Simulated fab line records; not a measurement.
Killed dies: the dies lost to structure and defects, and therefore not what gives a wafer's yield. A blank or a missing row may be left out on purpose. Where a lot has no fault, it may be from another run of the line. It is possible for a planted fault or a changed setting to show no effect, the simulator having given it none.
Chamber matching :: flow n5 finfet :: N5_MOL_CONTACT_COAG_ETCH_47 on rie diel-05: 4 sister chambers
The step etches SiNx in CH3F/O2, stops on W, target depth 27 nm. 4 wafers are shown with their chamber, then 7 later ones without.

WAFERS PAIRED WITH THEIR CHAMBERS
wafer: L080.2
chamber: 1
showerhead plenum p Torr (Torr): 1.96

wafer: L086.2
chamber: 0
showerhead plenum p Torr (Torr): 2.10

wafer: L090.3
chamber: 3
showerhead plenum p Torr (Torr): 1.98

wafer: L090.4
chamber: 2
showerhead plenum p Torr (Torr): 2.06

WAFERS WHOSE CHAMBER IS MISSING
wafer: L090.6
showerhead plenum p Torr (Torr): 2.06

wafer: L091.2
showerhead plenum p Torr (Torr): 1.96

wafer: L091.3
showerhead plenum p Torr (Torr): 2.09

wafer: L091.6
showerhead plenum p Torr (Torr): 2.09

wafer: L097.1
showerhead plenum p Torr (Torr): 2.09

wafer: L097.4
showerhead plenum p Torr (Torr): 1.98

wafer: L097.5
showerhead plenum p Torr (Torr): 1.98

EACH ONE'S CHAMBER
wafer: L090.6
from the rows above: 2
in truth: 2

wafer: L091.2
from the rows above: 1
in truth: 1

wafer: L091.3
from the rows above: 0
in truth: 0

wafer: L091.6
from the rows above: 0
in truth: 0

wafer: L097.1
from the rows above: 0
in truth: 0

wafer: L097.4
from the rows above: 3
in truth: 3

wafer: L097.5
from the rows above: 3
in truth: 3
Placed correctly: 7 of 7. Not placeable from these rows: 0. 0 placed wrongly.
How it was worked out, from the rows above alone: a wafer's distance from a chamber is the root of the sum, over the readings, of the square of ((its reading less the chamber's mean) divided by the reading's scatter). The wafer belongs to the nearest chamber; if the next one is less than 2 further off, it can't be placed. Each chamber's mean is taken over the wafers shown for it. The scatter: with one shown wafer a chamber, the root of the mean of the squares of how far each hidden wafer lies from its nearest shown one.
